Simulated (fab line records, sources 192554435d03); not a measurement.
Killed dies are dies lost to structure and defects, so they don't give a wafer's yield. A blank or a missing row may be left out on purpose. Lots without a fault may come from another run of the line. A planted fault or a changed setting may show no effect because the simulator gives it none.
Which tool did it? | flow n5_finfet | 7 lots, 21 wafers sampled, at 1 step of a route of 1938

WHAT THE GAUGES READ, wafer by wafer
N5_BEOL_M0_SAQP_CD_MEAS_40: target cd 30 nm.
lot  | measured     | on        | cd_nm (nm)
L226 | day 5 21:56  | cd_sem-02 | 30.12 30.40 30.17
L228 | day 6 07:50  | cd_sem-02 | 30.34 30.44 30.21
L230 | day 6 23:20  | cd_sem-02 | 30.08 30.06 30.18
L232 | day 7 11:04  | cd_sem-01 | 30.17 30.20 30.22
L235 | day 8 00:41  | cd_sem-02 | 29.88 29.69 30.10
L241 | day 9 13:45  | cd_sem-02 | 29.98 30.14 29.99
L244 | day 10 10:50 | cd_sem-03 | 30.18 29.98 30.38

WHICH TOOL RAN EACH LOT (tool, then ch and the chambers of the sampled wafers, then the start)
The record holds no process step before these readings.

THE ANSWER, worked out from the rows above alone
Rule: what is usual is taken from the lots themselves. Put in order of their means at a reading, lots are off if they are a third of the lots or fewer, leave a main group of 4 or more, and stand apart from it by a gap of 3 or more times the standard deviation of the main group's means; of several such gaps the widest counts. A main group whose means are all the same, to the digits that the tables above print for the reading, isn't used. A lot without any number at a reading at which 4 lots or more have one is off too. The other lots that the step has rows for count as sound.
No lot is off at any reading shown: from this, nothing can be told.

WHAT THE SIMULATOR HAD PUT IN
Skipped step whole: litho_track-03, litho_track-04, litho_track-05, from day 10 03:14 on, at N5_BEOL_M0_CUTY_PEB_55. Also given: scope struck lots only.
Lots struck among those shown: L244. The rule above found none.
